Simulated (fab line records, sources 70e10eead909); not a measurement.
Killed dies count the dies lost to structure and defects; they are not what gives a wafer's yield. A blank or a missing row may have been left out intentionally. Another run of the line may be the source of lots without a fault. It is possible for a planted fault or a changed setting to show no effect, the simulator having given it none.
fab line records ; flow nandHarc
record: lots: 15; wafers: 45; lastDay: 32
route steps=1302 shown P_GATE@156
lots untouched by any fault: they come from a run of this same line in which no faults occurred
startH: hours from the record's first day to the start of the lot's first wafer shown ; waitH: hours from the lot's prior step to this one ; " the same as in the row above ; L1.1+2: a single row standing in for several wafers ; - no value, or no start given ; * or withheld: withheld ; < > ~ a bound
route shown NAME@n: NAME is a module with steps in the file, n the number in the route of the first one ; usual: average and standard deviation across the fault-free wafers ; same: alike in all rows ; chamber/n: place in a boat ; sites: each site's reading ; _std_site: their standard deviation ; _edge_site: the outer-site mean with the inner-site mean subtracted ; radiusMm: for every site, how far away it sits from the centre of the wafer ; mask NAME#n: copy n ; behind: the most recent tool/chamber to have shaped the wafer ; hold: cause of the lot's hold/its duration in hours/its outcome ; device: which transistor (n, p or np) failed to switch ; end of line: tests of these same wafers at the route's end ; a step with no rows: only its recipe ; killed: dies that structure and defects cost at the first sort, which is not the same as the wafer's yield ; map: a wafer's dies, marking killed ones x, the rest . and places with no die _
set.NAME: the setting the step ran with; set.NAME@STEP: the setting that earlier step ran with ; model.NAME: the simulator's own value behind a step, which no gauge read
a sample of lots followed through the steps of the route, with each step as a table and each wafer as a row
services: from which hour (startH, from the record's first day; less than 0 if before it) a tool's chamber was out of use, for how many hours, and why
== steps ==
step: NHARC_P_GATE_ETCHBACK_37
recipe: targetDepthA: 345; timeS: 17.2; chf3FlowSccm: 50; o2FlowSccm: 10; arFlowSccm: 200; rfW: 500; biasW: 200; chemistry: CHF3/O2
usual: chf3FlowSccm: 50.02/0.15; drypumpMotorCurrentA: 5.8/0.48; oesProductAu: 0.94/0.03; rfVppV: 370.8/2.2; showerheadPlenumPTorr: 2.41/0.093; throttleValvePct: 20.573/0.0092
lot.wafer;tool;chamber;startH;waitH;chf3FlowSccm;drypumpMotorCurrentA;oesProductAu;rfHoursCounterH;rfVppV;showerheadPlenumPTorr;throttleValvePct
L926.2;rieDiel-10;2;-;-;49.78;6.5;0.99;2;368.1;2.30;20.577
L926.1;rieDiel-10;3;-;-;49.91;5.2;0.99;1;375.5;2.57;20.566
L926.4;rieDiel-10;0;-;-;49.86;5.4;0.99;2;371.1;2.40;20.567
L927.3;rieDiel-10;0;-;-;50.08;5.4;0.92;2;372.0;2.40;20.572
L927.5;rieDiel-10;2;-;-;50.07;6.4;0.92;-;367.9;2.30;20.568
L927.6;rieDiel-10;3;-;-;50.25;5.1;1.01;-;374.0;2.57;20.573
L928.2;rieDiel-10;2;-;-;50.21;6.4;0.92;2;368.8;2.30;20.586
L928.1;rieDiel-10;3;-;-;49.80;5.1;0.92;1;373.7;2.57;20.577
L928.3;rieDiel-10;0;-;-;50.05;5.4;0.92;3;370.8;2.40;20.579
L930.4;rieDiel-13;0;-;-;49.93;5.9;0.96;11;370.8;2.40;20.563
L930.5;rieDiel-13;1;-;-;50.04;5.8;0.94;-;374.6;2.53;20.569
L930.6;rieDiel-13;2;-;-;49.88;6.3;0.93;-;373.5;2.51;20.564
L932.2;rieDiel-10;0;-;-;49.82;5.4;0.92;7;370.2;2.40;20.581
L932.3;rieDiel-10;2;-;-;49.94;6.5;0.92;7;368.7;2.30;20.569
L932.6;rieDiel-10;2;-;-;49.84;6.4;0.92;-;368.2;2.30;20.586
L933.2;rieDiel-09;2;-;-;49.75;5.2;0.93;3;368.5;2.30;20.586
L933.6;rieDiel-09;1;-;-;50.06;5.7;0.93;-;372.2;2.44;20.572
L933.5;rieDiel-09;2;-;-;50.21;5.3;0.91;-;367.1;2.30;20.575
L935.2;rieDiel-10;2;-;-;49.96;6.4;0.92;7;368.8;2.30;20.571
L935.6;rieDiel-10;2;-;-;49.84;6.5;0.93;-;368.0;2.30;20.579
L935.4;rieDiel-10;0;-;-;50.02;5.4;0.93;-;371.6;2.40;20.574
L936.2;rieDiel-09;1;-;-;49.91;5.7;0.93;2;370.6;2.44;20.579
L936.4;rieDiel-09;2;-;-;50.00;5.2;0.92;3;368.3;2.30;20.573
L936.3;rieDiel-09;3;-;-;50.03;5.6;0.92;3;373.9;2.48;20.599
L938.2;rieDiel-10;0;-;-;50.10;5.4;0.92;9;369.7;2.40;20.595
L938.3;rieDiel-10;2;-;-;49.79;6.4;0.91;9;368.1;2.30;20.580
L938.4;rieDiel-10;2;-;-;49.92;6.5;0.92;-;368.1;2.30;20.563
L939.3;rieDiel-10;1;-;-;49.98;6.3;1.00;0;372.1;2.44;20.577
L939.2;rieDiel-10;2;-;-;50.14;6.5;1.01;0;367.7;2.30;20.571
L939.6;rieDiel-10;1;-;-;50.08;6.3;1.01;-;370.6;2.44;20.566
L940.4;rieDiel-09;0;-;-;50.16;6.1;0.99;4;368.7;2.26;20.565
L940.1;rieDiel-09;1;-;-;49.89;5.7;0.98;5;372.6;2.44;20.574
L940.2;rieDiel-09;3;-;-;50.03;5.6;0.98;6;370.6;2.48;20.584
L942.4;rieDiel-10;3;-;-;49.87;5.2;0.93;1;373.8;2.57;20.584
L942.1;rieDiel-10;1;-;-;50.04;6.3;0.94;2;371.3;2.44;20.556
L942.3;rieDiel-10;2;-;-;50.06;6.4;0.92;2;369.6;2.30;20.577
L943.1;rieDiel-10;1;-;-;50.10;6.3;1.00;3;370.6;2.44;20.584
L943.5;rieDiel-10;0;-;-;49.85;5.4;1.00;-;371.2;2.40;20.568
L943.6;rieDiel-10;1;-;-;50.03;6.3;1.00;-;371.9;2.44;20.586
L944.3;rieDiel-13;2;-;-;49.92;6.3;0.94;10;374.1;2.50;20.575
L944.1;rieDiel-13;3;-;-;50.13;5.1;0.94;9;368.6;2.32;20.579
L944.5;rieDiel-13;1;-;-;50.12;5.8;0.92;-;372.7;2.52;20.569
L945.3;rieDiel-13;0;-;-;50.06;5.9;0.94;8;371.9;2.40;20.570
L945.4;rieDiel-13;3;-;-;50.15;5.1;0.94;9;368.6;2.32;20.575
L945.5;rieDiel-13;0;-;-;49.99;5.9;0.94;-;370.0;2.40;20.556
step: NHARC_P_GATE_IMPLANT_94
recipe: energyKev: 60; doseCm2: 2e+15; tiltDeg: 7
usual: beamEnergyKeV: 59.997/0.017; beamOnS: 22.8/1.5; doseIonsCm2: 1.9996e+15/2e+12
lot.wafer;tool;chamber;startH;waitH;beamEnergyKeV;beamOnS;doseIonsCm2
L926.1;implanter-01;0;135.48;0.1;59.993;21.3;2.0029e+15
L926.2;implanter-01;0;135.48;0.1;59.982;21.0;1.9966e+15
L926.4;implanter-01;0;135.48;0.1;59.999;21.1;2.0006e+15
L927.3;implanter-01;0;137.39;0.2;60.016;21.4;1.9982e+15
L927.5;implanter-01;0;137.39;0.2;59.994;21.5;1.9988e+15
L927.6;implanter-01;0;137.39;0.2;59.994;20.8;1.9976e+15
L928.1;implanter-01;0;143.19;0.1;60.011;21.9;2.0022e+15
L928.2;implanter-01;0;143.19;0.1;60.016;21.2;2.0011e+15
L928.3;implanter-01;0;143.19;0.1;60.022;21.8;2.0019e+15
L930.4;implanter-01;0;162.84;0.2;59.993;20.9;1.9999e+15
L930.5;implanter-01;0;162.84;0.2;59.987;21.0;2.0005e+15
L930.6;implanter-01;0;162.84;0.2;59.967;20.8;2.0018e+15
L932.2;implanter-01;0;188.05;0.2;60.020;21.4;1.9998e+15
L932.3;implanter-01;0;188.05;0.2;59.995;21.2;1.9977e+15
L932.6;implanter-01;0;188.05;0.2;60.003;21.1;1.9991e+15
L933.2;implanter-02;0;188.29;0.2;59.954;24.1;2.0026e+15
L933.5;implanter-02;0;188.29;0.2;59.947;23.7;2.0021e+15
L933.6;implanter-02;0;188.29;0.2;59.967;23.9;2e+15
L935.2;implanter-02;0;216.12;0.1;60.001;24.1;2.0003e+15
L935.4;implanter-02;0;216.12;0.1;60.010;24.7;1.9975e+15
L935.6;implanter-02;0;216.12;0.1;59.993;24.5;1.9977e+15
L936.2;implanter-02;0;222.58;0.1;59.995;24.3;2.0027e+15
L936.3;implanter-02;0;222.58;0.1;59.977;24.4;2.0007e+15
L936.4;implanter-02;0;222.58;0.1;59.984;23.8;1.9993e+15
L938.2;implanter-01;0;237.59;0.2;60.005;21.8;1.9989e+15
L938.3;implanter-01;0;237.59;0.2;60.001;21.5;1.9972e+15
L938.4;implanter-01;0;237.59;0.2;60.032;21.5;2.0002e+15
L939.2;implanter-02;0;261.05;0.1;59.989;24.8;2e+15
L939.3;implanter-02;0;261.05;0.1;59.995;24.3;1.9974e+15
L939.6;implanter-02;0;261.05;0.1;60.002;23.8;1.9997e+15
L940.1;implanter-02;0;262.89;0.1;59.980;24.3;1.997e+15
L940.2;implanter-02;0;262.89;0.1;59.994;24.2;1.9962e+15
L940.4;implanter-02;0;262.89;0.1;59.975;24.0;1.9945e+15
L942.1;implanter-01;-;284.04;0.1;-;-;-
L942.3;implanter-01;-;284.04;0.1;-;-;-
L942.4;implanter-01;-;284.04;0.1;-;-;-
L943.1;implanter-02;-;291.96;0.2;-;-;-
L943.5;implanter-02;-;291.96;0.2;-;-;-
L943.6;implanter-02;-;291.96;0.2;-;-;-
L944.1;implanter-02;-;309.93;0.1;-;-;-
L944.3;implanter-02;-;309.93;0.1;-;-;-
L944.5;implanter-02;-;309.93;0.1;-;-;-
L945.3;implanter-01;0;317.68;0.2;59.977;21.1;1.9997e+15
L945.4;implanter-01;0;317.68;0.2;60.029;20.8;1.9998e+15
L945.5;implanter-01;0;317.68;0.2;60.039;21.6;2.0004e+15
step: NHARC_P_GATE_RTA_80
recipe: tempC: 300; timeS: 30
usual: lampPowerPct: 2.10/0.098; lamp_zone_3_pct: 2.10/0.098; lamp_zone_5_pct: 2.10/0.098; lamp_zone_6_pct: 2.08/0.097; wafer_temp_C_max: 301.3/0.37
lot.wafer;tool;chamber;startH;waitH;lampPowerPct;lamp_zone_3_pct;lamp_zone_5_pct;lamp_zone_6_pct;wafer_temp_C_max
L926.1;rtpAnneal-02;0;137.57;-;1.99;1.99;1.99;1.97;300.8
L926.2;rtpAnneal-02;0;137.57;-;1.98;1.99;1.98;1.96;301.0
L926.4;rtpAnneal-02;0;137.57;-;1.99;1.99;1.98;1.97;300.9
L927.3;rtpAnneal-01;0;139.53;-;2.18;2.18;2.18;2.16;301.2
L927.5;rtpAnneal-01;0;139.53;-;2.18;2.18;2.18;2.16;301.7
L927.6;rtpAnneal-01;0;139.53;-;2.18;2.18;2.18;2.16;301.2
L928.1;rtpAnneal-02;0;145.30;-;1.98;1.99;1.98;1.97;301.2
L928.2;rtpAnneal-02;0;145.30;-;1.99;1.99;1.99;1.96;301.1
L928.3;rtpAnneal-02;0;145.30;-;1.98;1.99;1.99;1.96;300.5
L930.4;rtpAnneal-02;0;164.94;-;1.99;1.99;1.99;1.97;300.9
L930.5;rtpAnneal-02;0;164.94;-;1.99;1.99;1.99;1.97;300.7
L930.6;rtpAnneal-02;0;164.94;-;1.99;1.99;1.99;1.97;301.0
L932.2;rtpAnneal-01;0;190.16;-;2.19;2.19;2.19;2.17;301.7
L932.3;rtpAnneal-01;0;190.16;-;2.19;2.19;2.19;2.17;301.1
L932.6;rtpAnneal-01;0;190.16;-;2.19;2.19;2.19;2.17;301.5
L933.2;rtpAnneal-01;0;190.59;-;2.18;2.19;2.18;2.16;301.7
L933.5;rtpAnneal-01;0;190.59;-;2.19;2.18;2.19;2.17;301.2
L933.6;rtpAnneal-01;0;190.59;-;2.19;2.19;2.19;2.16;302.0
L935.2;rtpAnneal-02;0;218.25;-;1.99;1.99;1.98;1.97;301.3
L935.4;rtpAnneal-02;0;218.25;-;1.99;1.99;1.99;1.97;301.1
L935.6;rtpAnneal-02;0;218.25;-;1.98;1.98;1.99;1.97;300.6
L936.2;rtpAnneal-01;0;224.69;-;2.18;2.18;2.19;2.16;301.3
L936.3;rtpAnneal-01;0;224.69;-;2.18;2.18;2.18;2.16;301.2
L936.4;rtpAnneal-01;0;224.69;-;2.18;2.18;2.19;2.16;301.9
L938.2;rtpAnneal-01;0;239.71;-;2.18;2.18;2.18;2.16;301.5
L938.3;rtpAnneal-01;0;239.71;-;2.18;2.18;2.18;2.16;301.6
L938.4;rtpAnneal-01;0;239.71;-;2.18;2.18;2.19;2.16;301.3
L939.2;rtpAnneal-01;0;263.13;-;2.19;2.19;2.19;2.16;301.0
L939.3;rtpAnneal-01;0;263.13;-;2.19;2.19;2.19;2.17;301.6
L939.6;rtpAnneal-01;0;263.13;-;2.19;2.19;2.19;2.17;301.1
L940.1;rtpAnneal-01;0;264.99;-;2.18;2.18;2.18;2.16;301.3
L940.2;rtpAnneal-01;0;264.99;-;2.18;2.18;2.18;2.16;301.1
L940.4;rtpAnneal-01;0;264.99;-;2.18;2.18;2.18;2.16;301.7
L942.1;rtpAnneal-01;0;286.16;-;2.19;2.19;2.19;2.16;302.4
L942.3;rtpAnneal-01;0;286.16;-;2.19;2.18;2.19;2.16;301.6
L942.4;rtpAnneal-01;0;286.16;-;2.19;2.19;2.19;2.17;301.9
L943.1;rtpAnneal-02;0;294.06;-;1.99;1.99;1.99;1.97;300.9
L943.5;rtpAnneal-02;0;294.06;-;1.99;1.99;1.99;1.97;301.6
L943.6;rtpAnneal-02;0;294.06;-;1.99;1.99;1.99;1.97;300.8
L944.1;rtpAnneal-02;0;312.03;-;1.98;1.99;1.98;1.97;301.0
L944.3;rtpAnneal-02;0;312.03;-;1.98;1.99;1.98;1.97;300.8
L944.5;rtpAnneal-02;0;312.03;-;1.98;1.98;1.98;1.97;301.3
L945.3;rtpAnneal-02;0;319.92;-;1.99;1.99;1.99;1.96;301.2
L945.4;rtpAnneal-02;0;319.92;-;1.99;1.98;1.99;1.97;301.2
L945.5;rtpAnneal-02;0;319.92;-;1.98;1.99;1.99;1.97;300.9
step: NHARC_P_GATE_RTA_82
recipe: tempC: 450; timeS: 30
usual: lampPowerPct: 4.16/0.18; lamp_zone_3_pct: 4.16/0.18; lamp_zone_5_pct: 4.18/0.18; lamp_zone_6_pct: 4.13/0.18; wafer_temp_C_max: 452.0/0.51
lot.wafer;tool;chamber;startH;waitH;lampPowerPct;lamp_zone_3_pct;lamp_zone_5_pct;lamp_zone_6_pct;wafer_temp_C_max
L926.1;rtpAnneal-01;0;138.14;-;4.29;4.29;4.31;4.26;452.5
L926.2;rtpAnneal-01;0;138.14;-;4.29;4.29;4.31;4.26;451.6
L926.4;rtpAnneal-01;0;138.14;-;4.30;4.30;4.32;4.26;451.9
L927.3;rtpAnneal-01;0;139.99;-;4.30;4.29;4.31;4.26;452.3
L927.5;rtpAnneal-01;0;139.99;-;4.29;4.30;4.31;4.27;451.8
L927.6;rtpAnneal-01;0;139.99;-;4.30;4.29;4.30;4.26;451.7
L928.1;rtpAnneal-01;0;145.76;-;4.29;4.29;4.31;4.25;452.2
L928.2;rtpAnneal-01;0;145.76;-;4.29;4.29;4.31;4.26;452.8
L928.3;rtpAnneal-01;0;145.76;-;4.29;4.29;4.31;4.26;451.7
L930.4;rtpAnneal-01;0;165.40;-;4.30;4.29;4.31;4.26;452.7
L930.5;rtpAnneal-01;0;165.40;-;4.29;4.29;4.32;4.26;452.2
L930.6;rtpAnneal-01;0;165.40;-;4.30;4.30;4.31;4.26;451.2
L932.2;rtpAnneal-01;0;190.76;-;4.29;4.29;4.32;4.26;453.0
L932.3;rtpAnneal-01;0;190.76;-;4.29;4.29;4.31;4.25;452.2
L932.6;rtpAnneal-01;0;190.76;-;4.30;4.29;4.31;4.26;451.9
L933.2;rtpAnneal-02;0;191.05;-;3.90;3.91;3.92;3.87;451.8
L933.5;rtpAnneal-02;0;191.05;-;3.90;3.90;3.93;3.87;451.2
L933.6;rtpAnneal-02;0;191.05;-;3.91;3.91;3.92;3.88;451.4
L935.2;rtpAnneal-01;0;218.71;-;4.29;4.30;4.31;4.26;451.5
L935.4;rtpAnneal-01;0;218.71;-;4.30;4.30;4.31;4.25;451.7
L935.6;rtpAnneal-01;0;218.71;-;4.28;4.29;4.31;4.26;451.8
L936.2;rtpAnneal-02;0;225.15;-;3.91;3.90;3.92;3.87;451.1
L936.3;rtpAnneal-02;0;225.15;-;3.90;3.91;3.93;3.88;452.2
L936.4;rtpAnneal-02;0;225.15;-;3.91;3.91;3.91;3.88;451.7
L938.2;rtpAnneal-02;0;240.17;-;3.90;3.90;3.92;3.88;451.4
L938.3;rtpAnneal-02;0;240.17;-;3.90;3.91;3.91;3.87;451.5
L938.4;rtpAnneal-02;0;240.17;-;3.91;3.90;3.92;3.87;451.3
L939.2;rtpAnneal-02;0;263.58;-;3.90;3.91;3.92;3.87;451.3
L939.3;rtpAnneal-02;0;263.58;-;3.90;3.90;3.91;3.88;451.7
L939.6;rtpAnneal-02;0;263.58;-;3.91;3.90;3.92;3.88;451.8
L940.1;rtpAnneal-02;0;265.46;-;3.91;3.90;3.92;3.88;451.1
L940.2;rtpAnneal-02;0;265.46;-;3.90;3.90;3.92;3.88;451.4
L940.4;rtpAnneal-02;0;265.46;-;3.90;3.90;3.92;3.88;451.7
L942.1;rtpAnneal-01;0;286.62;-;4.29;4.30;4.31;4.26;452.4
L942.3;rtpAnneal-01;0;286.62;-;4.30;4.28;4.31;4.26;452.9
L942.4;rtpAnneal-01;0;286.62;-;4.29;4.30;4.31;4.25;452.6
L943.1;rtpAnneal-01;0;294.51;-;4.29;4.30;4.32;4.26;452.0
L943.5;rtpAnneal-01;0;294.51;-;4.28;4.30;4.31;4.26;451.9
L943.6;rtpAnneal-01;0;294.51;-;4.30;4.30;4.31;4.26;452.4
L944.1;rtpAnneal-01;0;312.50;-;4.29;4.29;4.31;4.26;452.1
L944.3;rtpAnneal-01;0;312.50;-;4.29;4.30;4.31;4.25;451.7
L944.5;rtpAnneal-01;0;312.50;-;4.29;4.30;4.31;4.25;453.2
L945.3;rtpAnneal-02;0;320.38;-;3.90;3.91;3.92;3.87;451.5
L945.4;rtpAnneal-02;0;320.38;-;3.90;3.91;3.92;3.88;451.8
L945.5;rtpAnneal-02;0;320.38;-;3.90;3.90;3.92;3.88;451.7
== services ==
tool;chamber;startH;hours;kind
rieDiel-10;0;100.09;-;clean
rieDiel-10;1;100.09;-;clean
rieDiel-10;2;100.09;-;clean
rieDiel-10;3;100.09;-;clean
rieDiel-10;3;105.21;7.2;repair
implanter-01;-;106.00;1.3;repair
rieDiel-13;2;114.81;2.6;repair
rieDiel-10;0;124.59;-;clean
rieDiel-10;1;124.59;-;clean
rieDiel-09;1;129.27;5.9;repair
implanter-02;-;132.34;1.9;repair
rieDiel-10;3;140.09;128.0;repair
rieDiel-13;2;142.30;4.0;repair
rieDiel-09;-;143.75;9.0;pm
implanter-02;-;146.00;13.0;pm
rieDiel-09;1;161.73;2.2;repair
rieDiel-13;-;165.04;9.0;pm
rieDiel-10;1;196.41;7.7;repair
implanter-02;-;234.77;3.4;repair
rieDiel-09;0;234.83;13.7;repair
implanter-02;-;243.41;1.7;repair
rieDiel-10;-;243.62;9.0;pm
rieDiel-09;2;289.02;3.7;repair
rieDiel-09;1;289.32;8.3;repair
== key ==
firstSign: step: NHARC_P_GATE_IMPLANT_94; reading: toolRecord; direction: missing
effect none on later readings
metAt NHARC_P_GATE_IMPLANT_94
struckLots L942,L943,L944
laterRowsLeftOut L942.1,L942.3,L942.4,L943.1,L943.5,L943.6,L944.1,L944.3,L944.5
sortLeftOut L942.1,L942.3,L942.4,L943.1,L943.5,L943.6,L944.1,L944.3,L944.5
testerLeftOut L942,L943,L944
notActingAt NHARC_P_GATE_ETCHBACK_37,NHARC_P_GATE_RTA_80,NHARC_P_GATE_RTA_82
onsetBetween 262.89 284.04
fault: kind: skippedStepWhole; tool: implanter-01,implanter-02; chamber: -; onsetH: 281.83; steps: NHARC_P_GATE_IMPLANT_94; scope: struckLotsOnly
testerLeftOut: of these lots the tester's yield and bins aren't shown, on N5 and GAA mostly nor the transistor test; their killed dies are dies lost to structure and defects alone, not to doping, threshold or leakage, so they don't give the yield
sortLeftOut: the simulated sort isn't trusted on such a fault, so these wafers' sort isn't shown, and their yield isn't known
laterRowsLeftOut: the simulator's readings of these wafers behind a module that went badly wrong aren't trusted and aren't shown, but for the sort
